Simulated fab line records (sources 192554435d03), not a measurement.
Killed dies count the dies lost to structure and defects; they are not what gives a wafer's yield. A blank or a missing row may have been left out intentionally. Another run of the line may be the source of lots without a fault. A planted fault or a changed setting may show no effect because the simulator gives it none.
fab line records	flow n5Finfet
record lots=11	wafers=33	lastDay=16
route steps=1938 shown BEOL_M14@1772 BEOL_M15@1789 PASS1_DEP@1831 PASSIVATION@1936
lots with no fault: from the same line, run without faults
startH: the number of hours between the record's first day and the start of the first shown wafer of the lot	waitH: time in hours since the lot's previous step	" as in the row above	L1.1+2: a row that stands for several wafers	- no value, or no start was given	* or withheld: withheld	< > ~ a bound
route shown NAME@n: names a module that has steps shown in the file, with the first one's number in the route	usual: mean/standard deviation taken from wafers without a fault	same: alike in all rows	chamber/n: place in a boat	sites: each site's reading	_std_site: the standard deviation of these	_edge_site: the outer-site mean with the inner-site mean subtracted	radiusMm: for every site, how far away it sits from the centre of the wafer	mask NAME#n: copy n	behind: the tool/chamber that last shaped the wafer	hold: reason for holding the lot/hours on hold/outcome of the hold	device: which transistor (n, p or np) failed to switch	end of line: at the end of the route, the tests of the same wafers	for a step that has no rows: nothing shown but its recipe	killed: the dies lost at the first sort to structure and to defects; this is not the yield of the wafer	map: a wafer's dies, marking killed ones x, the rest . and places with no die _
set.NAME: the setting that was run; set.NAME@STEP: the one run at that earlier step	model.NAME: the simulator's own value behind a step, which no gauge read
route steps across a sampled set of lots; one table per step, one row per wafer
services: when a tool's chamber went out of use (startH, in hours from the record's first day, below 0 if earlier), for how many hours, and the reason
## steps
# step N5_BEOL_M14_INSPECT_55
# recipe inspectInstrument=darkfield	mode=postDep
# usual rawDefectCount=66/18
lot.wafer	tool	chamber	startH	waitH	rawDefectCount
L514.1	defectInspect-02	-	244.12	0.0	87
L514.3	"	-	"	"	70
L514.6	"	-	"	"	42
L515.1	defectInspect-02	-	244.39	0.0	64
L515.4	"	-	"	"	60
L515.5	"	-	"	"	51
L518.1	defectInspect-02	-	273.54	0.0	68
L518.3	"	-	"	"	54
L518.5	"	-	"	"	87
L519.1	defectInspect-02	-	281.04	0.0	76
L519.5	"	-	"	"	78
L519.6	"	-	"	"	75
L522.2	defectInspect-01	-	300.92	0.0	55
L522.3	"	-	"	"	52
L522.6	"	-	"	"	40
L523.1	defectInspect-01	-	313.32	0.0	84
L523.2	"	-	"	"	113
L523.4	"	-	"	"	63
L526.2	defectInspect-01	-	313.91	0.0	63
L526.3	"	-	"	"	37
L526.5	"	-	"	"	62
L525.2	defectInspect-02	-	316.60	0.0	59
L525.3	"	-	"	"	52
L525.4	"	-	"	"	48
L527.2	defectInspect-01	-	324.52	0.0	57
L527.3	"	-	"	"	60
L527.6	"	-	"	"	62
L532.1	defectInspect-02	-	347.46	0.0	55
L532.4	"	-	"	"	76
L532.6	"	-	"	"	49
L530.2	defectInspect-02	-	352.27	0.0	62
L530.5	"	-	"	"	71
L530.6	"	-	"	"	79
# step N5_BEOL_M15_STRIP_63
# recipe chemistry=O2	powerW=600	tempC=60	pressureMtorr=30	rfFrequencyHz=6e+07	biasPowerW=0	overashFraction=0.3	o2FlowSccm=225
# usual chamberPressureMTorr=30.00/0.046	drypumpMotorCurrentA=5.8/0.41	oesProductAu=0.78/0.077	rfVppV=3.6/0.75	showerheadPlenumPTorr=2.10/0.05	tempC=59.99/0.12	throttleValvePct=16.67/0.26
lot.wafer	tool	chamber	startH	waitH	chamberPressureMTorr	drypumpMotorCurrentA	oesProductAu	rfHoursCounterH	rfVppV	showerheadPlenumPTorr	tempC	throttleValvePct
L514.1	rieDiel-01	0	-	-	29.97	5.6	0.75	156	2.3	2.10	60.06	16.70
L514.3	"	2	"	"	30.04	5.7	0.83	75	3.3	2.04	60.03	16.41
L514.6	"	1	"	"	29.95	5.7	0.82	-	4.5	2.12	59.82	16.65
L515.1	rieDiel-05	1	-	-	30.03	6.2	0.77	116	3.5	2.11	60.14	16.97
L515.4	"	3	"	"	29.99	5.4	0.72	191	3.4	2.08	60.04	17.19
L515.5	"	0	"	"	29.91	5.7	0.68	-	3.5	2.07	59.99	17.13
L518.1	rieDiel-03	3	-	-	30.01	6.3	0.86	67	4.0	2.14	60.05	16.54
L518.3	"	0	"	"	30.04	6.2	0.76	154	3.8	2.01	59.92	16.47
L518.5	"	1	"	"	30.00	6.1	0.71	-	5.0	2.18	60.05	16.68
L519.1	rieDiel-03	2	-	-	30.02	5.4	0.72	166	3.2	2.09	60.06	16.62
L519.5	"	0	"	"	30.00	6.2	0.76	-	4.0	2.01	59.92	16.47
L519.6	"	1	"	"	30.00	6.1	0.72	-	3.2	2.18	60.15	16.74
L522.2	rieDiel-05	2	-	-	30.02	5.0	0.85	49	3.4	2.14	60.13	16.14
L522.3	"	0	"	"	29.96	5.7	0.98	1	4.2	2.07	59.98	16.65
L522.6	"	3	"	"	30.02	5.4	0.71	-	4.0	2.08	60.11	17.20
L523.1	rieDiel-01	1	-	-	30.02	5.8	0.80	119	4.2	2.12	60.04	16.70
L523.2	"	0	"	"	30.04	5.6	0.71	182	3.9	2.09	60.07	16.77
L523.4	"	3	"	"	29.98	5.2	0.89	43	3.5	2.13	59.90	16.36
L526.2	rieDiel-05	3	-	-	29.94	5.4	0.73	200	4.6	2.08	59.90	17.21
L526.3	"	1	"	"	29.96	6.2	0.77	123	3.1	2.11	59.96	16.99
L526.5	"	3	"	"	29.93	5.4	0.72	-	2.2	2.08	59.95	17.20
L525.2	rieDiel-05	0	-	-	29.98	5.7	0.97	5	3.7	2.07	59.98	16.66
L525.3	"	3	"	"	29.98	5.4	0.72	201	2.8	2.08	60.19	17.21
L525.4	"	1	"	"	30.04	6.2	0.79	125	3.7	2.11	59.98	17.01
L527.2	rieDiel-05	0	-	-	29.94	5.7	0.96	7	3.5	2.07	59.90	16.66
L527.3	"	1	"	"	30.02	6.2	0.76	128	3.5	2.11	60.02	17.02
L527.6	"	1	"	"	30.02	6.2	0.75	-	2.8	2.11	59.93	17.02
L532.1	rieDiel-03	3	-	-	30.03	6.2	0.81	95	3.7	2.13	60.07	16.63
L532.4	"	0	"	"	30.01	6.2	0.74	183	3.1	2.00	59.82	16.53
L532.6	"	2	"	"	29.96	5.4	0.70	-	4.5	2.08	59.94	16.67
L530.2	rieDiel-03	3	-	-	30.06	6.2	0.82	98	4.2	2.13	60.05	16.64
L530.5	"	0	"	"	29.99	6.2	0.75	-	2.7	2.00	59.78	16.50
L530.6	"	3	"	"	30.03	6.2	0.82	-	2.3	2.13	60.02	16.62
# step N5_BEOL_M15_ANNEAL_48
# recipe tempC=225	timeS=90	ambient=N2
# usual wafer_temp_C_max=226.3/0.71
# same timeS=90
lot.wafer	tool	chamber	startH	waitH	wafer_temp_C_max
L514.1	rtpAnneal-01	0	248.11	0.2	225.6
L514.3	"	0	"	"	225.8
L514.6	"	0	"	"	225.6
L515.1	rtpAnneal-01	0	249.39	0.2	225.9
L515.4	"	0	"	"	226.1
L515.5	"	0	"	"	226.0
L518.1	rtpAnneal-02	0	279.59	0.2	227.4
L518.3	"	0	"	"	226.5
L518.5	"	0	"	"	227.1
L519.1	rtpAnneal-01	0	287.60	0.2	225.8
L519.5	"	0	"	"	225.8
L519.6	"	0	"	"	225.7
L522.2	rtpAnneal-02	0	306.61	0.2	226.5
L522.3	"	0	"	"	227.8
L522.6	"	0	"	"	226.9
L523.1	rtpAnneal-02	0	317.70	0.3	226.8
L523.2	"	0	"	"	226.4
L523.4	"	0	"	"	226.6
L526.2	rtpAnneal-01	0	318.60	0.3	225.4
L526.3	"	0	"	"	225.3
L526.5	"	0	"	"	225.3
L525.2	rtpAnneal-02	0	321.52	0.2	226.9
L525.3	"	0	"	"	226.9
L525.4	"	0	"	"	226.6
L527.2	rtpAnneal-01	0	330.30	0.2	225.8
L527.3	"	0	"	"	226.0
L527.6	"	0	"	"	225.7
L532.1	rtpAnneal-01	0	352.22	1.0	233.1
L532.4	"	0	"	"	233.2
L532.6	"	0	"	"	233.1
L530.2	rtpAnneal-01	0	360.41	0.4	233.0
L530.5	"	0	"	"	232.8
L530.6	"	0	"	"	232.9
# step N5_PASSIVATION_PECVD_00
# recipe material=SiO2	targetThkA=2000	tempC=400	precursor=SiH4/N2O	pressureTorr=2.7	rfW=608	timeS=11.2
# usual heaterPowerW=707/110	showerheadPlenumPTorr=8.20/0.1	showerheadVppV=1575/66	throttleValvePct=51.5/2
# same timeS=11.2
lot.wafer	tool	chamber	startH	waitH	heaterPowerW	showerheadPlenumPTorr	showerheadVppV	throttleValvePct
L514.1	pecvd-04	2	249.85	0.8	829	8.20	1658	46.4
L514.3	"	1	"	"	697	8.04	1472	52.5
L514.6	"	1	"	"	690	8.05	1487	52.7
L515.1	pecvd-03	1	251.13	0.8	577	8.21	1684	51.1
L515.4	"	2	"	"	730	8.33	1524	50.5
L515.5	"	0	"	"	548	8.03	1653	53.8
L518.1	pecvd-04	2	281.33	0.8	723	8.18	1644	46.6
L518.3	"	0	"	"	1020	8.25	1497	51.4
L518.5	"	0	"	"	984	8.24	1466	51.7
L519.1	pecvd-02	2	289.34	0.8	832	8.27	1511	53.9
L519.5	"	0	"	"	690	8.27	1614	50.0
L519.6	"	2	"	"	672	8.28	1496	53.9
L522.2	pecvd-04	0	308.30	0.7	937	8.24	1466	51.5
L522.3	"	1	"	"	709	8.08	1475	52.5
L522.6	"	0	"	"	933	8.21	1507	51.7
L523.1	pecvd-02	1	319.44	0.8	728	8.10	1573	50.5
L523.2	"	0	"	"	797	8.28	1634	50.2
L523.4	"	0	"	"	797	8.28	1620	50.0
L526.2	pecvd-03	0	320.29	0.7	567	8.06	1648	54.0
L526.3	"	1	"	"	564	8.20	1637	51.2
L526.5	"	2	"	"	710	8.34	1508	51.0
L525.2	pecvd-02	0	323.28	0.7	782	8.30	1577	50.3
L525.3	"	1	"	"	722	8.10	1562	50.4
L525.4	"	1	"	"	724	8.10	1569	50.4
L527.2	pecvd-02	0	332.00	0.7	679	8.24	1613	50.0
L527.3	"	1	"	"	730	8.08	1581	50.1
L527.6	"	0	"	"	688	8.28	1613	49.9
L532.1	pecvd-03	0	354.05	0.8	566	8.04	1638	53.7
L532.4	"	1	"	"	570	8.22	1688	51.4
L532.6	"	2	"	"	669	8.33	1517	50.6
L530.2	pecvd-02	1	362.10	0.7	632	8.08	1565	50.4
L530.5	"	0	"	"	725	8.29	1607	50.4
L530.6	"	1	"	"	648	8.09	1562	50.2
# step N5_PASSIVATION_PROBE_49
# usual defectLimitedYield=91.3/1.3	killed_at_M0_to_M3=33/8.9	killed_at_M4_up=15/5.4	killedAtContacts=13/5.8	killedAtFrontEnd=39/9.9	killedAtOther=3.2/2.9	killedDies=102/15	killedOpen=68/12	killedShort=34/7.6	sort_bin_5_function=5.1/0.89	sort_bin_6_memory=3.2/0.63	sortNPass=1078/15	sortYieldPct=91.3/1.3
# same grossDies=1180	killedAtBackSide=0	sort_bin_4_leakage[%]=0	sort_bin_8_speed[%]=0
lot.wafer	tool	chamber	startH	waitH	defectLimitedYield[%]	killed_at_M0_to_M3	killed_at_M4_up	killedAtContacts	killedAtFrontEnd	killedAtOther	killedDies	killedOpen	killedShort	sort_bin_5_function[%]	sort_bin_6_memory[%]	sortNPass	sortYieldPct[%]
L523.1	prober-01	-	331.56	0.0	89.7	31	14	13	59	5	122	86	36	6.7	3.1	1058	89.7
L523.2	prober-01	-	331.61	0.1	92.2	26	21	3	40	2	92	54	38	4.0	3.5	1088	92.2
L523.4	prober-01	-	331.71	0.2	90.2	39	18	13	45	1	116	82	34	5.5	4.1	1064	90.2
L530.2	prober-02	-	374.12	0.1	91.8	30	16	13	35	3	97	63	33	5.1	3.1	1083	91.8
L530.5	prober-02	-	374.27	0.2	91.7	20	13	16	44	5	98	69	28	5.3	2.7	1082	91.7
L530.6	prober-02	-	374.32	0.3	90.6	28	14	18	46	5	111	76	32	5.0	4.1	1069	90.6
# killed by level:class
L523.1 STI_FIN_REVEAL:geometricParticle:open=15 MOL_CONTACT_COAG:geometricParticle:open=11 FIN_SAQP:geometricParticle:short=10 FIN_SAQP:geometricParticle:open=9 DUMMY_GATE:geometricParticle:open=9 BEOL_M2:geometricParticle:open=8 BEOL_M4:geometricParticle:open=8 BEOL_M3:geometricParticle:open=5
L523.2 BEOL_M4:geometricParticle:open=7 DUMMY_GATE:geometricParticle:open=6 BEOL_M0:geometricParticle:open=6 FIN_SAQP:geometricParticle:short=5 STI_FIN_REVEAL:geometricParticle:open=5 GATE_CUT:geometricParticle:short=5 FIN_SAQP:geometricParticle:open=4 FIN_CUT:geometricParticle:short=4
L523.4 BEOL_M3:geometricParticle:open=13 STI_FIN_REVEAL:geometricParticle:open=9 FIN_SAQP:geometricParticle:short=8 MOL_CONTACT_COAG:geometricParticle:open=8 BEOL_M4:geometricParticle:open=8 FIN_SAQP:geometricParticle:open=6 GATE_CUT:geometricParticle:short=5 MOL_CONTACT_COAG:geometricParticle:short=5
L530.2 MOL_CONTACT_COAG:geometricParticle:open=9 BEOL_M0_SAQP:geometricParticle:short=9 STI_FIN_REVEAL:geometricParticle:open=8 BEOL_M4:geometricParticle:open=8 BEOL_M3:geometricParticle:open=8 DUMMY_GATE:geometricParticle:open=7 FIN_SAQP:geometricParticle:short=5 MOL_CONTACT_COAG:geometricParticle:short=4
L530.5 STI_FIN_REVEAL:geometricParticle:open=14 MOL_CONTACT_COAG:geometricParticle:open=13 FIN_SAQP:geometricParticle:open=10 BEOL_M4:geometricParticle:open=8 STI_FIN_REVEAL:geometricParticle:short=6 BEOL_M3:geometricParticle:open=5 FIN_SAQP:geometricParticle:short=4 BEOL_M0_SAQP:geometricParticle:short=4
L530.6 STI_FIN_REVEAL:geometricParticle:open=16 MOL_CONTACT_COAG:geometricParticle:open=13 BEOL_M0_SAQP:geometricParticle:open=9 DUMMY_GATE:geometricParticle:open=7 BEOL_M0_SAQP:geometricParticle:short=6 STARTING-WAFER:geometricParticle:open=5 MOL_CONTACT_COAG:geometricParticle:short=5 BEOL_M3:geometricParticle:open=5
## services
tool	chamber	startH	hours	kind
rieDiel-01	-	232.90	2.8	pm
rieDiel-03	2	248.66	32.5	repair
rieDiel-05	-	255.94	4.4	repair
rieDiel-03	3	261.12	1.6	repair
rieDiel-05	0	261.54	-	clean
rieDiel-05	0	261.54	-	consumableReplace:focusRing
rieDiel-05	0	261.54	20.1	scheduledDown
rieDiel-05	0	261.54	20.1	ventCycle
rieDiel-05	-	265.35	34.4	repair
pecvd-03	1	272.89	2.1	scheduledDown
pecvd-03	-	331.52	6.0	pm
rieDiel-03	1	349.49	7.0	repair
rieDiel-05	3	353.07	7.0	repair
## key
firstSign step=N5_BEOL_M15_ANNEAL_48	reading=wafer_temp_C_max	direction=up	sigmas=9.4	usual=*	struck=*
effect none on later readings
metAt N5_BEOL_M15_ANNEAL_48
struckLots L530,L532
notActingAt N5_BEOL_M14_INSPECT_55,N5_BEOL_M15_STRIP_63,N5_PASSIVATION_PECVD_00
onsetBetween 330.30 352.22
fault kind=processParameterDrift	tool=rtpAnneal-01	chamber=-	onsetH=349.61	steps=N5_BEOL_M15_ANNEAL_48	channel=tempC	offset=*	shape=step	endH=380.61	actsIn=*	stated=*
